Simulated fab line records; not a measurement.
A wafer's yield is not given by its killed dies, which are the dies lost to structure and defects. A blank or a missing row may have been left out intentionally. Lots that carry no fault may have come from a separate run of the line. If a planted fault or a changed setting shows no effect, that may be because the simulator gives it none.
Matching of chambers | flow nandHarc | NHARC_A_CONTACT_DEP_58 on pecvd-02: 3 sister chambers
The step deposits SiON, target thk 60 nm. 3 wafers are shown with their chamber, then 11 later ones without.

## WAFERS, EACH WITH ITS CHAMBER
wafer  | chamber | heaterPowerW (W)
L091.3 | 0       | 831
L090.6 | 1       | 740
L093.1 | 2       | 808

## WAFERS WHOSE CHAMBER IS MISSING
wafer  | heaterPowerW (W)
L093.2 | 678
L093.4 | 790
L094.2 | 771
L094.3 | 724
L094.6 | 821
L092.1 | 810
L092.5 | 834
L092.6 | 830
L096.3 | 780
L096.4 | 817
L096.6 | 781

## WHICH CHAMBER EACH ONE RAN IN
wafer  | from the rows above          | in truth
L093.2 | 1                            | 1
L093.4 | can't be placed: 2 or 0 or 1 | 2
L094.2 | can't be placed: 1 or 2 or 0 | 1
L094.3 | 1                            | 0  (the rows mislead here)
L094.6 | can't be placed: 0 or 2      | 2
L092.1 | can't be placed: 2 or 0      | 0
L092.5 | can't be placed: 0 or 2      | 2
L092.6 | can't be placed: 0 or 2      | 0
L096.3 | can't be placed: 2 or 1 or 0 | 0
L096.4 | can't be placed: 2 or 0      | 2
L096.6 | can't be placed: 2 or 1 or 0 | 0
Placed correctly: 1 of 11. These rows do not allow placing 9 (true chamber among the candidates in 9). Wrongly placed: 1.
How it was worked out, from the rows above alone: a wafer's distance from a chamber is the root of the sum, over the readings, of the square of ((its reading less the chamber's mean) divided by the reading's scatter). The wafer belongs to the nearest chamber; if the next one is less than 2 further off, it can't be placed. The mean given for a chamber averages the wafers shown for that chamber. The scatter (one wafer shown for each chamber): square how far every hidden wafer sits from the nearest shown wafer, average those squares and take the square root.
